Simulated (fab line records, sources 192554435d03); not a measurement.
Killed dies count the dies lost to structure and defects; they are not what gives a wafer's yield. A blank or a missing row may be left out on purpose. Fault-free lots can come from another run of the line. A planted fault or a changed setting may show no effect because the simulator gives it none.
What tool caused it? :: flow n5-finfet :: 8 lots, 24 wafers sampled, at 6 steps of a route of 1938

## WHAT THE GAUGES READ, wafer by wafer
N5_BEOL_M4_RC_MEAS_101. Usual: DIBL_N 36.0 mV/V, standard deviation 1.9; DIBL_P 35.6 mV/V, standard deviation 2.2; IOFF_N 0.15 nA/um, standard deviation 0.031; IOFF_P 0.19 nA/um, standard deviation 0.032; ION_N 668 uA/um, standard deviation 11; ION_P 455 uA/um, standard deviation 7.2; SS_N 71.5 mV/dec, standard deviation 0.65; SS_P 73.4 mV/dec, standard deviation 0.64; VT_N 251 mV, standard deviation 3.6; VT_P -253 mV, standard deviation 3.3.
lot: L382
measured: day 9 01:53
on: prober-02
DIBL_N (mV/V): 35.0 35.1 36.2
DIBL_P (mV/V): 34.2 34.4 36.1
IOFF_N (nA/um): 0.11 0.12 0.13
IOFF_P (nA/um): 0.14 0.14 0.16
ION_N (uA/um): 661 658 669
ION_P (uA/um): 445 444 453
SS_N (mV/dec): 72.1 71.0 71.8
SS_P (mV/dec): 72.7 72.9 73.5
VT_N (mV): 258 254 252
VT_P (mV): -259 -256 -258
flag: 

lot: L385
measured: day 9 23:53
on: prober-01
DIBL_N (mV/V): 34.7 40.0 37.7
DIBL_P (mV/V): 34.5 38.0 36.0
IOFF_N (nA/um): 0.14 0.23 0.18
IOFF_P (nA/um): 0.19 0.25 0.22
ION_N (uA/um): 665 681 669
ION_P (uA/um): 458 457 465
SS_N (mV/dec): 70.7 72.7 71.5
SS_P (mV/dec): 72.5 74.4 74.2
VT_N (mV): 252 249 249
VT_P (mV): -251 -250 -251
flag: 

lot: L389
measured: day 11 08:01
on: prober-02
DIBL_N (mV/V): 34.0 34.2 32.9
DIBL_P (mV/V): 33.2 32.6 32.8
IOFF_N (nA/um): 0.12 0.12 0.11
IOFF_P (nA/um): 0.19 0.17 0.17
ION_N (uA/um): 650 660 665
ION_P (uA/um): 452 453 458
SS_N (mV/dec): 71.2 71.1 71.4
SS_P (mV/dec): 72.7 72.7 72.7
VT_N (mV): 255 257 254
VT_P (mV): -251 -255 -254
flag: 

lot: L391
measured: day 13 00:28
on: prober-01
DIBL_N (mV/V): 33.1 33.8 32.3
DIBL_P (mV/V): 33.0 33.7 31.0
IOFF_N (nA/um): 0.11 0.12 0.10
IOFF_P (nA/um): 0.17 0.17 0.14
ION_N (uA/um): 663 661 658
ION_P (uA/um): 455 454 449
SS_N (mV/dec): 70.5 71.3 70.5
SS_P (mV/dec): 72.5 73.3 73.1
VT_N (mV): 251 250 255
VT_P (mV): -254 -253 -256
flag: 

lot: L394
measured: day 13 16:12
on: prober-02
DIBL_N (mV/V): 36.9 36.6 38.0
DIBL_P (mV/V): 37.9 38.0 38.5
IOFF_N (nA/um): 0.18 0.16 0.20
IOFF_P (nA/um): 0.21 0.20 0.22
ION_N (uA/um): 683 668 685
ION_P (uA/um): 459 453 461
SS_N (mV/dec): 71.5 71.7 71.9
SS_P (mV/dec): 73.2 73.3 74.0
VT_N (mV): 246 252 247
VT_P (mV): -253 -250 -250
flag: 

lot: L399
measured: day 14 01:58
on: prober-02
DIBL_N (mV/V): 39.8 38.8 38.1
DIBL_P (mV/V): 39.7 38.4 37.0
IOFF_N (nA/um): 0.22 0.18 0.17
IOFF_P (nA/um): 0.24 0.24 0.20
ION_N (uA/um): 700 674 671
ION_P (uA/um): 467 462 458
SS_N (mV/dec): 71.8 72.7 71.4
SS_P (mV/dec): 74.1 74.6 73.9
VT_N (mV): 248 248 250
VT_P (mV): -250 -252 -253
flag: 

lot: L401
measured: day 14 10:26
on: prober-02
DIBL_N (mV/V): 35.0 35.7 36.2
DIBL_P (mV/V): 34.7 34.8 35.4
IOFF_N (nA/um): 0.14 0.15 0.14
IOFF_P (nA/um): 0.19 0.18 0.19
ION_N (uA/um): 672 666 658
ION_P (uA/um): 460 452 449
SS_N (mV/dec): 71.3 72.6 71.9
SS_P (mV/dec): 73.9 74.2 73.3
VT_N (mV): 254 251 256
VT_P (mV): -254 -253 -252
flag: 

lot: L404
measured: day 16 01:31
on: prober-01
DIBL_N (mV/V): 34.9 34.3 37.0
DIBL_P (mV/V): 33.6 33.6 36.7
IOFF_N (nA/um): 0.13 0.12 0.16
IOFF_P (nA/um): 0.17 0.18 0.24
ION_N (uA/um): 671 653 684
ION_P (uA/um): 460 451 469
SS_N (mV/dec): 71.2 70.9 71.4
SS_P (mV/dec): 73.1 73.2 74.6
VT_N (mV): 250 254 248
VT_P (mV): -252 -253 -246
flag: 

## EACH LOT AND THE TOOL THAT RAN IT (in order: tool; ch and the chambers of the sampled wafers; start)
lot: L382
N5_FIN_SAQP_PECVD_48: pecvd-04 ch 0,1,2, day 2 03:47
N5_FIN_SAQP_RECESS_75: vapor-etch-02 ch 0, day 2 05:04
N5_FIN_SAQP_ETCH_57: rie-diel-06 ch 0,1, day 2 06:25
N5_FIN_SAQP_RECESS_63: vapor-etch-02 ch 0,1, day 2 06:38
N5_FIN_SAQP_STRIP_70: rie-diel-01 ch 0,1, day 2 07:12

lot: L385
N5_FIN_SAQP_PECVD_48: pecvd-01 ch 0,1, day 2 21:45
N5_FIN_SAQP_RECESS_75: vapor-etch-01 ch 0,1, day 2 23:02
N5_FIN_SAQP_ETCH_57: rie-diel-01 ch 0,1,3, day 3 00:30
N5_FIN_SAQP_RECESS_63: vapor-etch-01 ch 0,1, day 3 00:43
N5_FIN_SAQP_STRIP_70: rie-diel-01 ch 1,3, day 3 01:16

lot: L389
N5_FIN_SAQP_PECVD_48: pecvd-02 ch 0,1,2, day 3 20:44
N5_FIN_SAQP_RECESS_75: vapor-etch-02 ch 0,1, day 3 22:47
N5_FIN_SAQP_ETCH_57: rie-diel-04 ch 1,2,3, day 4 00:06
N5_FIN_SAQP_RECESS_63: vapor-etch-02 ch 0,1, day 4 00:26
N5_FIN_SAQP_STRIP_70: rie-diel-01 ch 0,1,2, day 4 00:52

lot: L391
N5_FIN_SAQP_PECVD_48: pecvd-04 ch 0,2, day 4 09:57
N5_FIN_SAQP_RECESS_75: vapor-etch-01 ch 0,1, day 4 11:31
N5_FIN_SAQP_ETCH_57: rie-diel-01 ch 2,3, day 4 12:49
N5_FIN_SAQP_RECESS_63: vapor-etch-02 ch 0,1, day 4 13:10
N5_FIN_SAQP_STRIP_70: rie-diel-01 ch 1,2,3, day 4 13:35

lot: L394
N5_FIN_SAQP_PECVD_48: pecvd-04 ch 0,1, day 5 04:28
N5_FIN_SAQP_RECESS_75: vapor-etch-02 ch 0,1, day 5 05:51
N5_FIN_SAQP_ETCH_57: rie-diel-01 ch 2,3, day 5 07:11
N5_FIN_SAQP_RECESS_63: vapor-etch-02 ch 0,1, day 5 07:25
N5_FIN_SAQP_STRIP_70: rie-diel-04 ch 1,2, day 5 07:58

lot: L399
N5_FIN_SAQP_PECVD_48: pecvd-01 ch 0,1, day 6 10:16
N5_FIN_SAQP_RECESS_75: vapor-etch-02 ch 0,1, day 6 11:55
N5_FIN_SAQP_ETCH_57: rie-diel-01 ch 0,2,3, day 6 13:26
N5_FIN_SAQP_RECESS_63: vapor-etch-02 ch 0,1, day 6 13:47
N5_FIN_SAQP_STRIP_70: rie-diel-06 ch 0,1,2, day 6 14:16

lot: L401
N5_FIN_SAQP_PECVD_48: pecvd-04 ch 1,2, day 6 21:38
N5_FIN_SAQP_RECESS_75: vapor-etch-02 ch 0,1, day 6 23:32
N5_FIN_SAQP_ETCH_57: rie-diel-06 ch 1,3, day 7 01:17
N5_FIN_SAQP_RECESS_63: vapor-etch-01 ch 0,1, day 7 01:33
N5_FIN_SAQP_STRIP_70: rie-diel-01 ch 0,1,3, day 7 02:06

lot: L404
N5_FIN_SAQP_PECVD_48: pecvd-02 ch 1,2, day 7 16:28
N5_FIN_SAQP_RECESS_75: vapor-etch-02 ch 0,1, day 7 18:17
N5_FIN_SAQP_ETCH_57: rie-diel-04 ch 0,2,3, day 7 20:47
N5_FIN_SAQP_RECESS_63: vapor-etch-01 ch 0,1, day 7 21:01
N5_FIN_SAQP_STRIP_70: rie-diel-06 ch 2,3, day 7 21:36
- N5_FIN_SAQP_PECVD_48: deposits SiNx from SiH4/NH3/N2, target thk 25 nm, time 22.1 s.
- N5_FIN_SAQP_RECESS_75: chemistry HF/NH3, target SiO2, target depth 14.4 nm, afs cycles 3, sublimation time 60 s.
- N5_FIN_SAQP_ETCH_57: etches SiNx in CH3F/O2, target depth 32.5 nm, time 46.4 s.
- N5_FIN_SAQP_RECESS_63: chemistry HF/NH3, target SiO2, target depth 18 nm, afs cycles 3, sublimation time 60 s.
- N5_FIN_SAQP_STRIP_70: strips in N2/H2.

## WHAT THE TOOLS THEMSELVES READ (means of the sampled wafers that have a number; where no wafer has one, the mark that the record gives instead)
N5_FIN_SAQP_PECVD_48. Usual: chamber-pressure-Torr 1.500 Torr, standard deviation 0.0031; heater-power-w 822 W, standard deviation 100; showerhead-plenum-p-Torr 5.11 Torr, standard deviation 0.062; throttle-valve-pct 40.1 %, standard deviation 2.4.
lot: L382
tool: pecvd-04
chamber-pressure-Torr (Torr): 1.499
heater-power-w (W): 844
showerhead-plenum-p-Torr (Torr): 5.09
throttle-valve-pct (%): 41.4
flag: 

lot: L385
tool: pecvd-01
chamber-pressure-Torr (Torr): 1.500
heater-power-w (W): 797
showerhead-plenum-p-Torr (Torr): 5.10
throttle-valve-pct (%): 41.0
flag: 

lot: L389
tool: pecvd-02
chamber-pressure-Torr (Torr): 1.503
heater-power-w (W): 747
showerhead-plenum-p-Torr (Torr): 5.14
throttle-valve-pct (%): 39.6
flag: 

lot: L391
tool: pecvd-04
chamber-pressure-Torr (Torr): 1.501
heater-power-w (W): 924
showerhead-plenum-p-Torr (Torr): 5.06
throttle-valve-pct (%): 39.8
flag: 

lot: L394
tool: pecvd-04
chamber-pressure-Torr (Torr): 1.499
heater-power-w (W): 738
showerhead-plenum-p-Torr (Torr): 5.12
throttle-valve-pct (%): 41.5
flag: 

lot: L399
tool: pecvd-01
chamber-pressure-Torr (Torr): 1.497
heater-power-w (W): 808
showerhead-plenum-p-Torr (Torr): 5.07
throttle-valve-pct (%): 41.6
flag: 

lot: L401
tool: pecvd-04
chamber-pressure-Torr (Torr): 1.493
heater-power-w (W): 921
showerhead-plenum-p-Torr (Torr): 5.05
throttle-valve-pct (%): 41.3
flag: 

lot: L404
tool: pecvd-02
chamber-pressure-Torr (Torr): 1.500
heater-power-w (W): 739
showerhead-plenum-p-Torr (Torr): 5.09
throttle-valve-pct (%): 38.9
flag: 

N5_FIN_SAQP_RECESS_75. Usual: 5.3 A for drypump-motor-current-A, sd 0.35.
lot: L382
tool: vapor-etch-02
drypump-motor-current-A (A): 5.8
flag: 

lot: L385
tool: vapor-etch-01
drypump-motor-current-A (A): 5.0
flag: 

lot: L389
tool: vapor-etch-02
drypump-motor-current-A (A): 5.6
flag: 

lot: L391
tool: vapor-etch-01
drypump-motor-current-A (A): 5.0
flag: 

lot: L394
tool: vapor-etch-02
drypump-motor-current-A (A): 5.5
flag: 

lot: L399
tool: vapor-etch-02
drypump-motor-current-A (A): 5.5
flag: 

lot: L401
tool: vapor-etch-02
drypump-motor-current-A (A): 5.6
flag: 

lot: L404
tool: vapor-etch-02
drypump-motor-current-A (A): 5.6
flag: 

N5_FIN_SAQP_ETCH_57. Usual: drypump-motor-current-A is 5.6 A with standard deviation 0.38, etch-rf-on-time-s is 46.4 s with standard deviation 0.97, oes_f_703_au is 0.79 a.u. with standard deviation 0.097, oes-product-au is 0.67 a.u. with standard deviation 0.081, rf-vpp-V is 298 V with standard deviation 7.2, showerhead-plenum-p-Torr is 2.04 Torr with standard deviation 0.06, and throttle-valve-pct is 16.24 % with standard deviation 0.26.
lot: L382
tool: rie-diel-06
drypump-motor-current-A (A): 5.5
etch-rf-on-time-s (s): 45.7
oes_f_703_au (a.u.): 0.83
oes-product-au (a.u.): 0.72
rf-vpp-V (V): 303
showerhead-plenum-p-Torr (Torr): 2.04
throttle-valve-pct (%): 16.21
flag: 

lot: L385
tool: rie-diel-01
drypump-motor-current-A (A): 5.5
etch-rf-on-time-s (s): 47.0
oes_f_703_au (a.u.): 0.82
oes-product-au (a.u.): 0.68
rf-vpp-V (V): 292
showerhead-plenum-p-Torr (Torr): 2.01
throttle-valve-pct (%): 16.24
flag: 

lot: L389
tool: rie-diel-04
drypump-motor-current-A (A): 5.9
etch-rf-on-time-s (s): 46.3
oes_f_703_au (a.u.): 0.74
oes-product-au (a.u.): 0.63
rf-vpp-V (V): 304
showerhead-plenum-p-Torr (Torr): 2.05
throttle-valve-pct (%): 16.49
flag: 

lot: L391
tool: rie-diel-01
drypump-motor-current-A (A): 5.7
etch-rf-on-time-s (s): 47.0
oes_f_703_au (a.u.): 0.90
oes-product-au (a.u.): 0.75
rf-vpp-V (V): 291
showerhead-plenum-p-Torr (Torr): 2.09
throttle-valve-pct (%): 15.93
flag: 

lot: L394
tool: rie-diel-01
drypump-motor-current-A (A): 5.7
etch-rf-on-time-s (s): 55.3
oes_f_703_au (a.u.): 0.89
oes-product-au (a.u.): 0.75
rf-vpp-V (V): 291
showerhead-plenum-p-Torr (Torr): 2.09
throttle-valve-pct (%): 15.95
flag: OFF

lot: L399
tool: rie-diel-01
drypump-motor-current-A (A): 5.7
etch-rf-on-time-s (s): 46.9
oes_f_703_au (a.u.): 0.90
oes-product-au (a.u.): 0.76
rf-vpp-V (V): 293
showerhead-plenum-p-Torr (Torr): 2.10
throttle-valve-pct (%): 15.95
flag: 

lot: L401
tool: rie-diel-06
drypump-motor-current-A (A): 5.3
etch-rf-on-time-s (s): 54.6
oes_f_703_au (a.u.): 0.80
oes-product-au (a.u.): 0.68
rf-vpp-V (V): 299
showerhead-plenum-p-Torr (Torr): 1.98
throttle-valve-pct (%): 16.35
flag: OFF

lot: L404
tool: rie-diel-04
drypump-motor-current-A (A): 5.8
etch-rf-on-time-s (s): 45.4
oes_f_703_au (a.u.): 0.85
oes-product-au (a.u.): 0.75
rf-vpp-V (V): 306
showerhead-plenum-p-Torr (Torr): 2.03
throttle-valve-pct (%): 16.04
flag: 

N5_FIN_SAQP_RECESS_63. Usual: 5.47 A for drypump-motor-current-A, sd 0.29.
lot: L382
tool: vapor-etch-02
drypump-motor-current-A (A): 5.51
flag: 

lot: L385
tool: vapor-etch-01
drypump-motor-current-A (A): 4.96
flag: 

lot: L389
tool: vapor-etch-02
drypump-motor-current-A (A): 5.52
flag: 

lot: L391
tool: vapor-etch-02
drypump-motor-current-A (A): 5.61
flag: 

lot: L394
tool: vapor-etch-02
drypump-motor-current-A (A): 5.61
flag: 

lot: L399
tool: vapor-etch-02
drypump-motor-current-A (A): 5.62
flag: 

lot: L401
tool: vapor-etch-01
drypump-motor-current-A (A): 4.97
flag: 

lot: L404
tool: vapor-etch-01
drypump-motor-current-A (A): 5.18
flag: 

N5_FIN_SAQP_STRIP_70. Usual: bias-power-w 28.01 W, standard deviation 0.083; drypump-motor-current-A 5.6 A, standard deviation 0.37; oes-product-au 0.77 a.u., standard deviation 0.09; rf-vpp-V 122.2 V, standard deviation 0.91; showerhead-plenum-p-Torr 3.42 Torr, standard deviation 0.1; throttle-valve-pct 18.74 %, standard deviation 0.29.
lot: L382
tool: rie-diel-01
bias-power-w (W): 27.92
drypump-motor-current-A (A): 5.7
oes-product-au (a.u.): 0.72
rf-vpp-V (V): 121.8
showerhead-plenum-p-Torr (Torr): 3.28
throttle-valve-pct (%): 18.75
flag: 

lot: L385
tool: rie-diel-01
bias-power-w (W): 27.96
drypump-motor-current-A (A): 5.3
oes-product-au (a.u.): 0.90
rf-vpp-V (V): 122.4
showerhead-plenum-p-Torr (Torr): 3.44
throttle-valve-pct (%): 18.70
flag: 

lot: L389
tool: rie-diel-01
bias-power-w (W): 27.97
drypump-motor-current-A (A): 5.7
oes-product-au (a.u.): 0.77
rf-vpp-V (V): 123.1
showerhead-plenum-p-Torr (Torr): 3.40
throttle-valve-pct (%): 18.69
flag: 

lot: L391
tool: rie-diel-01
bias-power-w (W): 28.10
drypump-motor-current-A (A): 5.5
oes-product-au (a.u.): 0.85
rf-vpp-V (V): 122.4
showerhead-plenum-p-Torr (Torr): 3.48
throttle-valve-pct (%): 18.68
flag: 

lot: L394
tool: rie-diel-04
bias-power-w (W): 27.95
drypump-motor-current-A (A): 6.1
oes-product-au (a.u.): 0.74
rf-vpp-V (V): 122.4
showerhead-plenum-p-Torr (Torr): 3.43
throttle-valve-pct (%): 19.07
flag: 

lot: L399
tool: rie-diel-06
bias-power-w (W): 28.00
drypump-motor-current-A (A): 5.5
oes-product-au (a.u.): 0.75
rf-vpp-V (V): 122.0
showerhead-plenum-p-Torr (Torr): 3.42
throttle-valve-pct (%): 18.64
flag: 

lot: L401
tool: rie-diel-01
bias-power-w (W): 28.01
drypump-motor-current-A (A): 5.5
oes-product-au (a.u.): 0.86
rf-vpp-V (V): 122.9
showerhead-plenum-p-Torr (Torr): 3.48
throttle-valve-pct (%): 18.64
flag: 

lot: L404
tool: rie-diel-06
bias-power-w (W): 28.08
drypump-motor-current-A (A): 5.4
oes-product-au (a.u.): 0.69
rf-vpp-V (V): 122.1
showerhead-plenum-p-Torr (Torr): 3.37
throttle-valve-pct (%): 18.83
flag: 

## THE ANSWER, worked out from the rows above alone
Rule: a lot counts as off when the mean over its wafers that have a number is more than 3 standard deviations away from the usual mean. Also off: a lot with no number at a reading for which 4 or more lots have one. Any other lot the step has rows for is counted as sound. First the gauges in route order, then the tools' own readings, where a lot's mean is used as printed above. The first step at which some lot is off is used, and at that step the reading that is off furthest; a lot without a number counts as furthest.
Off: L394, L401 (N5_FIN_SAQP_ETCH_57, etch-rf-on-time-s).
If a tool, at that step or one of the process steps before it, ran each lot that is off and ran no sound lot following the first of them, it fits. One fits: pecvd-04 at N5_FIN_SAQP_PECVD_48. Its last sound lot is L391 (day 4 09:57), its first lot that is off L394 (day 5 04:28): a fault that began between those two fits.

## WHAT WAS PUT IN BY THE SIMULATOR
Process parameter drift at N5_FIN_SAQP_PECVD_48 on pecvd-04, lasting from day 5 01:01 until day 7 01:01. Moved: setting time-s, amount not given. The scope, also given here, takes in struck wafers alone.
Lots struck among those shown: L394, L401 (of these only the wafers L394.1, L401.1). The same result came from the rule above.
